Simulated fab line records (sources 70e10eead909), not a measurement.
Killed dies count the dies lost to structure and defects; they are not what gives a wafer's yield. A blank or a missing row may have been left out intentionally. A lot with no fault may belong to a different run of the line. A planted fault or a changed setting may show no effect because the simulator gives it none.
Chamber matching | flow nand harc | NHARC_P_STI_CMP_21 on cmp-04: 4 sister chambers
The step polishes, t overpolish 20 s, target thk 380.67 nm. 4 wafers are shown with their chamber, then 7 later ones without.

## EACH WAFER AND ITS CHAMBER
wafer  | chamber | motor current A (A)
L129.2 | 2       | 11.2
L133.3 | 1       | 12.2
L137.2 | 0       | 12.9
L137.4 | 3       | 13.4

## WAFERS WITHOUT THEIR CHAMBER
wafer  | motor current A (A)
L137.5 | 11.7
L138.2 | 10.9
L138.3 | 13.5
L138.5 | 12.3
L140.1 | 12.8
L140.4 | 11.9
L140.6 | 13.4

## THE CHAMBER EACH PASSED THROUGH
wafer  | from the rows above          | in truth
L137.5 | can't be placed: 1 or 2      | 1
L138.2 | 2                            | 2
L138.3 | can't be placed: 3 or 0      | 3
L138.5 | can't be placed: 1 or 0      | 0
L140.1 | can't be placed: 0 or 3 or 1 | 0
L140.4 | can't be placed: 1 or 2      | 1
L140.6 | can't be placed: 3 or 0      | 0
1 of 7 placed correctly. Cannot be placed on the basis of these rows: 6; the candidates contain the true chamber in 6. Number placed wrongly: 0.
How it was worked out, from the rows above alone: a wafer's distance from a chamber is the root of the sum, over the readings, of the square of ((its reading less the chamber's mean) divided by the reading's scatter). If the next closest chamber is less than 2 further off than the closest, the wafer can't be placed; otherwise it belongs to the closest. For every chamber, the mean is computed from those of its wafers that are shown. The scatter: root of mean squared gap, hidden wafer to nearest shown wafer, with one shown wafer a chamber.
